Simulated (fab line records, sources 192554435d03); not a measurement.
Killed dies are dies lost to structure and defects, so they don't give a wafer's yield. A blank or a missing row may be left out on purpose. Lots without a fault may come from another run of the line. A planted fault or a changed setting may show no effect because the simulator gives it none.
fab line records | flow n5_finfet
record lots=7 wafers=21 last_day=19
route steps=1938 shown WELL_APT@36 PASSIVATION@1936
lots that met no fault: from a run of the same line without faults
start_h: hours from the record's first day to the start of the lot's first wafer shown | wait_h: hours since the lot's step before | " the same as in the row above | L1.1+2: a row that stands for several wafers | - no value, or no start given | * or withheld: withheld | < > ~ a bound
route shown NAME@n: a module of which the file shows steps, and the number in the route of the first | usual: mean/standard deviation of fault-free wafers | same: alike in all rows | chamber/n: place in a boat | sites: the reading at each site | _std_site: their standard deviation | _edge_site: outer sites' mean less inner sites' | radius_mm: how far each site lies from the wafer's centre | mask NAME#n: copy n | behind: the tool/chamber that last shaped the wafer | hold: why the lot was held/for how many hours/how that ended | device: the transistor (n, p or np) that didn't switch | end of line: the same wafers' tests at the end of the route | a step without rows: its recipe alone | killed: dies lost to structure and defects at the first sort, not the wafer's yield | map: a wafer's dies, x killed, . not, _ none there
set.NAME: the setting as run; set.NAME@STEP: as run at that earlier step | model.NAME: the simulator's own value behind a step, which no gauge read
lots at some steps of the route; a table a step, a row a wafer
services: from which hour (start_h, from the record's first day; less than 0 if before it) a tool's chamber was out of use, for how many hours, and why
## steps
# step N5_WELL_APT_COAT_19
# recipe spin_rpm=1357 resist_thk_nm=950
# step N5_WELL_APT_EBR_21
# recipe solvent=PGMEA ebr_width_mm=1.5
# step N5_WELL_APT_SOFTBAKE_20
# recipe temp_c=130 time_s=60
# step N5_WELL_APT_EXPOSE_22
# recipe mask_id=PWELL na=0.8 source_shape=conventional sigma_outer=0.8 polarization=unpolarized defocus_nm=0 target_cd_nm=200 dose_mj=23.2
# step N5_WELL_APT_PEB_23
# recipe peb_temp_c=130 peb_time_s=90
# step N5_WELL_APT_DEVELOP_24
# recipe develop_time_s=45 rinse_liquid=surfactant_rinse dry=air_spin dev_temp_c=21
# step N5_WELL_APT_HARDBAKE_29
# recipe temp_c=130 time_s=120
# step N5_WELL_APT_CD_MEAS_25
# recipe target_cd_nm=200 landing_energy_ev=500 detector=se_inlens
# usual cd_nm=199.3/2
# columns lot.wafer tool chamber start_h wait_h cd_nm
L580.2 cd_sem-02 0 27.05 - 201.4
L580.3 " 0 " " 198.2
L580.6 " 0 " " 196.8
L581.1 cd_sem-02 0 32.84 - 200.5
L581.2 " 0 " " 196.0
L581.4 " 0 " " 200.2
L583.1 cd_sem-02 0 44.98 - 197.1
L583.3 " 0 " " 194.3
L583.5 " 0 " " 199.7
L585.1 cd_sem-01 0 56.88 - 201.8
L585.4 " 0 " " 202.4
L585.6 " 0 " " 201.1
L586.1 cd_sem-02 0 63.15 - 199.1
L586.2 " 0 " " 198.3
L586.3 " 0 " " 198.1
L597.3 cd_sem-01 0 129.29 - 199.0
L597.5 " 0 " " 197.3
L597.6 " 0 " " 199.0
L599.2 cd_sem-02 0 140.88 - 198.4
L599.3 " 0 " " 200.5
L599.6 " 0 " " 199.4
# step N5_WELL_APT_OVL_MEAS_26
# recipe points_per_wafer=44
# usual PWELL_OVL=-4/4
# columns lot.wafer tool chamber start_h wait_h PWELL_OVL[nm]
L580.2 overlay-02 0 27.08 0.0 -7
L580.3 " 0 " " -6
L580.6 " 0 " " -7
L581.1 overlay-02 0 32.87 0.0 -8
L581.2 " 0 " " -11
L581.4 " 0 " " -15
L583.1 overlay-02 0 45.01 0.0 -6
L583.3 " 0 " " 0
L583.5 " 0 " " 0
L585.1 overlay-01 0 56.91 0.0 -11
L585.4 " 0 " " -8
L585.6 " 0 " " -5
L586.1 overlay-02 0 63.18 0.0 -12
L586.2 " 0 " " -7
L586.3 " 0 " " -10
L597.3 overlay-01 0 129.32 0.0 -14
L597.5 " 0 " " -2
L597.6 " 0 " " -5
L599.2 overlay-02 0 140.91 0.0 2
L599.3 " 0 " " 5
L599.6 " 0 " " -1
# step N5_WELL_APT_INSPECT_27
# recipe mode=adi inspect_instrument=macro
# usual raw_defect_count=1.9/1.3
# columns lot.wafer tool chamber start_h wait_h raw_defect_count
L580.2 defect_inspect-01 - 27.10 0.0 2
L580.3 " - " " 0
L580.6 " - " " 2
L581.1 defect_inspect-02 - 32.89 0.0 3
L581.2 " - " " 2
L581.4 " - " " 2
L583.1 defect_inspect-02 - 45.03 0.0 1
L583.3 " - " " 3
L583.5 " - " " 1
L585.1 defect_inspect-02 - 56.93 0.0 2
L585.4 " - " " 2
L585.6 " - " " 0
L586.1 defect_inspect-02 - 63.20 0.0 3
L586.2 " - " " 4
L586.3 " - " " 2
L597.3 defect_inspect-02 - 129.34 0.0 4
L597.5 " - " " 1
L597.6 " - " " 2
L599.2 defect_inspect-02 - 140.93 0.0 3
L599.3 " - " " 0
L599.6 " - " " 2
# step N5_WELL_APT_DESCUM_30
# recipe chemistry=O2 time_s=7.9 source_power_w=50 bias_power_w=20 pressure_mtorr=20 rf_frequency_hz=2.712e+07 temp_c=40 o2_flow_sccm=225
# usual drypump_motor_current_A=5.67/0.26 oes_product_au=0.80/0.11 rf_vpp_V=243.7/1.5 showerhead_plenum_p_Torr=2.12/0.079 temp_c=40.01/0.11 throttle_valve_pct=20.35/0.25
# columns lot.wafer tool chamber start_h wait_h drypump_motor_current_A oes_product_au rf_hours_counter_h rf_vpp_V showerhead_plenum_p_Torr temp_c throttle_valve_pct
L580.2 rie_diel-05 2 27.14 0.0 6.12 0.95 13 244.7 2.12 40.01 20.38
L580.3 " 0 " " 5.56 0.85 53 245.2 2.15 39.85 20.15
L580.6 " 3 " " 5.92 0.71 - 242.7 2.07 39.97 20.55
L581.1 rie_diel-06 2 32.93 0.0 5.74 0.68 253 241.6 1.97 40.09 20.28
L581.2 " 3 " " 5.25 0.71 197 244.1 2.15 40.16 20.06
L581.4 " 3 " " 5.24 0.72 - 245.0 2.15 40.10 20.07
L583.1 rie_diel-05 2 45.09 0.1 6.15 0.94 20 243.5 2.12 40.05 20.39
L583.3 " 0 " " 5.58 0.84 63 242.8 2.14 39.98 20.17
L583.5 " 1 " " 5.81 0.69 - 243.4 2.14 40.27 20.14
L585.1 rie_diel-06 1 56.97 0.0 5.59 0.90 33 242.0 2.05 40.01 20.16
L585.4 " 3 " " 5.27 0.72 - 244.3 2.14 39.88 20.08
L585.6 " 0 " " 5.57 0.95 - 245.6 2.22 40.05 20.34
L586.1 rie_diel-06 3 63.23 0.0 5.28 0.71 213 244.8 2.14 39.79 20.10
L586.2 " 1 " " 5.58 0.89 36 243.0 2.05 39.88 20.15
L586.3 " 0 " " 5.59 0.93 12 245.2 2.22 39.89 20.34
L597.3 rie_diel-04 2 129.38 0.0 5.48 0.70 201 241.0 1.99 40.02 20.87
L597.5 " 1 " " 6.02 0.66 - 245.3 2.13 40.02 20.68
L597.6 " 2 " " 5.48 0.69 - 242.7 1.99 40.02 20.88
L599.2 rie_diel-04 2 140.97 0.0 5.46 0.68 206 241.6 1.98 39.79 20.88
L599.3 " 0 " " 5.44 0.68 216 244.7 2.07 39.85 20.38
L599.6 " 2 " " 5.48 0.69 - 241.2 1.98 40.07 20.90
# step N5_WELL_APT_IMPLANT_31
# recipe species=B energy_kev=60 dose_cm2=1.5e+13 tilt_deg=0 rotation_deg=0
# step N5_WELL_APT_IMPLANT_32
# recipe species=BF2 energy_kev=50 dose_cm2=2e+13 tilt_deg=0 rotation_deg=0
# usual dose_ions_cm2=1.9997e+13/2.2e+10 faraday_current_uA=254/5.3
# columns lot.wafer tool chamber start_h wait_h dose_ions_cm2 faraday_current_uA
L580.2 implanter-01 0 27.45 0.1 2.0005e+13 249
L580.3 " 0 " " 2.0008e+13 251
L580.6 " 0 " " 2.0014e+13 253
L581.1 implanter-01 0 33.21 0.1 2.0045e+13 268
L581.2 " 0 " " 2.0021e+13 253
L581.4 " 0 " " 2.0011e+13 254
L583.1 implanter-01 0 45.52 0.1 2.3218e+13 294
L583.3 " 0 " " 2.3176e+13 294
L583.5 " 0 " " 2.3192e+13 302
L585.1 implanter-01 0 57.25 0.1 2.3146e+13 286
L585.4 " 0 " " 2.3177e+13 292
L585.6 " 0 " " 2.3211e+13 295
L586.1 implanter-01 0 63.51 0.1 2.3184e+13 286
L586.2 " 0 " " 2.3183e+13 295
L586.3 " 0 " " 2.3213e+13 305
L597.3 implanter-02 0 129.72 0.1 1.9981e+13 254
L597.5 " 0 " " 1.9989e+13 264
L597.6 " 0 " " 1.9995e+13 255
L599.2 implanter-02 0 141.28 0.1 2.0007e+13 247
L599.3 " 0 " " 1.9988e+13 245
L599.6 " 0 " " 2.0038e+13 259
# step N5_WELL_APT_STRIP_33
# recipe chemistry=SPM time_s=900 temp_c=130 h2so4_h2o2_vol_ratio=4 dry=ipa_marangoni
# step N5_PASSIVATION_PROBE_49
# usual killed_at_M0_to_M3=36/11 killed_at_M4_up=14/5.2 killed_at_contacts=12/6.1 killed_at_front_end=40/12 killed_at_other=3.2/2.5 killed_dies=105/16 killed_open=68/12 killed_short=35/8.7
# same gross_dies=1180 killed_at_back_side=0
# columns lot.wafer tool chamber start_h wait_h killed_at_M0_to_M3 killed_at_M4_up killed_at_contacts killed_at_front_end killed_at_other killed_dies killed_open killed_short
L580.2 prober-02 - 322.72 0.1 39 15 3 23 2 82 64 18
L580.3 prober-02 - 322.77 0.1 35 20 10 38 5 108 68 37
L580.6 prober-02 - 322.92 0.3 44 23 9 44 2 122 83 39
L586.1 prober-02 - 338.19 0.0 27 18 11 30 4 90 57 29
L586.2 prober-02 - 338.24 0.1 52 22 5 29 2 110 73 32
L586.3 prober-02 - 338.29 0.1 29 13 3 30 5 80 54 25
L597.3 prober-01 - 420.86 0.1 35 12 13 37 3 100 66 30
L597.5 prober-01 - 420.96 0.2 28 14 21 34 7 104 65 36
L597.6 prober-01 - 421.01 0.3 54 16 15 26 4 115 60 45
L599.2 prober-01 - 453.30 0.1 49 6 21 44 8 128 90 33
L599.3 prober-01 - 453.35 0.1 68 10 28 33 2 141 76 61
L599.6 prober-01 - 453.50 0.3 58 12 10 23 7 110 70 37
# killed by level:class
L580.2 BEOL_M0_SAQP:geometric_particle:open=13 BEOL_M4:geometric_particle:open=10 BEOL_M0_SAQP:geometric_particle:short=7 BEOL_M3:geometric_particle:open=6 GATE_CUT:geometric_particle:open=5 BEOL_M1:geometric_particle:open=5 MOL_CONTACT_COAG:geometric_particle:open=3 BEOL_M0:geometric_particle:open=3
L580.3 STI_FIN_REVEAL:geometric_particle:open=17 BEOL_M0_SAQP:geometric_particle:short=11 BEOL_M3:geometric_particle:open=7 MOL_CONTACT_COAG:geometric_particle:open=6 BEOL_M0_SAQP:geometric_particle:open=6 BEOL_M2:geometric_particle:open=5 BEOL_M4:geometric_particle:open=5 PAD_METAL:geometric_particle:short=5
L580.6 BEOL_M4:geometric_particle:open=15 BEOL_M0_SAQP:geometric_particle:short=15 BEOL_M0_SAQP:geometric_particle:open=13 FIN_SAQP:geometric_particle:open=11 BEOL_M2:geometric_particle:open=8 MOL_CONTACT_COAG:geometric_particle:open=8 FIN_SAQP:geometric_particle:short=7 STI_FIN_REVEAL:geometric_particle:open=5
L586.1 BEOL_M4:geometric_particle:open=10 MOL_CONTACT_COAG:geometric_particle:open=9 DUMMY_GATE:geometric_particle:open=5 BEOL_M0_SAQP:geometric_particle:short=5 BEOL_M0_SAQP:geometric_particle:open=4 BEOL_M1:geometric_particle:open=4 BEOL_M2:geometric_particle:open=4 BEOL_M3:geometric_particle:open=4
L586.2 BEOL_M2:geometric_particle:open=20 BEOL_M3:geometric_particle:open=18 FIN_SAQP:geometric_particle:open=9 BEOL_M4:geometric_particle:open=7 FIN_SAQP:geometric_particle:short=5 GATE_CUT:geometric_particle:short=5 BEOL_M8:coat_microbubble_printed=4 MOL_CONTACT_COAG:geometric_particle:open=4
L586.3 BEOL_M0_SAQP:geometric_particle:open=13 STI_FIN_REVEAL:geometric_particle:open=7 BEOL_M0_SAQP:geometric_particle:short=6 BEOL_M2:geometric_particle:open=6 BEOL_M4:geometric_particle:open=5 FIN_SAQP:geometric_particle:short=4 DUMMY_GATE:geometric_particle:open=4 FIN_SAQP:geometric_particle:open=3
L597.3 MOL_CONTACT_COAG:geometric_particle:open=11 STI_FIN_REVEAL:geometric_particle:open=8 BEOL_M2:geometric_particle:open=8 GATE_CUT:geometric_particle:short=7 BEOL_M3:geometric_particle:open=7 BEOL_M0_SAQP:geometric_particle:open=6 GATE_CUT:geometric_particle:open=5 BEOL_M4:geometric_particle:open=4
L597.5 MOL_CONTACT_COAG:geometric_particle:open=14 BEOL_M0_SAQP:geometric_particle:open=7 BEOL_M2:geometric_particle:open=7 MOL_CONTACT_COAG:geometric_particle:short=6 GATE_CUT:geometric_particle:short=5 BEOL_M1:geometric_particle:open=5 BEOL_M4:geometric_particle:open=5 FIN_SAQP:geometric_particle:open=4
L597.6 BEOL_M0_SAQP:geometric_particle:short=13 MOL_CONTACT_COAG:geometric_particle:open=12 BEOL_M0_SAQP:geometric_particle:open=10 BEOL_M2:geometric_particle:open=9 BEOL_M3:geometric_particle:short=8 BEOL_M4:geometric_particle:open=7 FIN_SAQP:geometric_particle:short=6 BEOL_M3:geometric_particle:open=6
L599.2 MOL_CONTACT_COAG:geometric_particle:open=16 BEOL_M0_SAQP:geometric_particle:open=12 DUMMY_GATE:geometric_particle:open=11 STI_FIN_REVEAL:geometric_particle:open=9 BEOL_M0:geometric_particle:open=7 BEOL_M1:geometric_particle:open=7 BEOL_M0_SAQP:geometric_particle:short=6 FIN_SAQP:geometric_particle:short=5
L599.3 MOL_CONTACT_COAG:geometric_particle:open=23 BEOL_M0_SAQP:geometric_particle:short=22 BEOL_M0_SAQP:geometric_particle:open=16 FIN_SAQP:geometric_particle:short=9 BEOL_M2:geometric_particle:open=8 BEOL_M1:geometric_particle:short=8 FIN_SAQP:geometric_particle:open=5 DUMMY_GATE:geometric_particle:open=5
L599.6 BEOL_M0_SAQP:geometric_particle:open=19 BEOL_M0_SAQP:geometric_particle:short=12 MOL_CONTACT_COAG:geometric_particle:open=9 FIN_SAQP:geometric_particle:short=6 BEOL_M0:geometric_particle:open=6 BEOL_M1:geometric_particle:open=6 STI_FIN_REVEAL:geometric_particle:open=5 BEOL_M1:geometric_particle:short=5
## services
# columns tool chamber start_h hours kind
rie_diel-06 0 10.03 3.8 repair
rie_diel-05 0 11.61 10.1 repair
rie_diel-06 0 17.07 - clean
rie_diel-06 0 17.07 - consumable_replace:focus_ring
rie_diel-06 0 17.07 - consumable_replace:showerhead
rie_diel-06 0 17.07 21.4 scheduled_down
rie_diel-06 0 17.07 21.4 vent_cycle
rie_diel-06 - 19.24 2.8 pm
implanter-02 - 24.15 4.1 pm
rie_diel-05 1 25.53 12.9 repair
rie_diel-05 2 33.92 5.1 repair
rie_diel-05 3 34.05 15.0 repair
rie_diel-06 2 38.54 - clean
rie_diel-06 2 38.54 - consumable_replace:focus_ring
rie_diel-06 2 38.54 - consumable_replace:showerhead
rie_diel-06 2 38.54 27.9 scheduled_down
rie_diel-06 2 38.54 27.9 vent_cycle
rie_diel-04 1 43.45 2.5 repair
rie_diel-04 - 48.49 0.8 repair
rie_diel-05 1 51.58 5.4 repair
implanter-02 - 55.86 3.1 pm
rie_diel-05 3 87.35 1.4 repair
implanter-02 - 107.23 4.5 pm
rie_diel-04 0 120.85 5.2 repair
## key
first_sign step=N5_WELL_APT_IMPLANT_32 reading=dose_ions_cm2 direction=up sigmas=99+ usual=1.9997e+13 struck=2.3189e+13
effect step=N5_WELL_APT_IMPLANT_32 reading=faraday_current_uA direction=up sigmas=7.6 usual=254 struck=294
met_at N5_WELL_APT_IMPLANT_32
struck_wafers L583.1,L583.3,L583.5,L585.1,L585.4,L585.6,L586.1,L586.2,L586.3
tester_left_out L583,L585,L586
onset_between 33.21 45.52
fault kind=process_parameter_drift tool=implanter-01 chamber=- onset_h=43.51 steps=N5_WELL_APT_IMPLANT_32 channel=dose_cm2 offset=3.1904e+12 shape=step end_h=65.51 acts_in=these_recipes_only stated=2e+13
# tester_left_out: of these lots the tester's yield and bins aren't shown, on N5 and GAA mostly nor the transistor test; their killed dies are dies lost to structure and defects alone, not to doping, threshold or leakage, so they don't give the yield
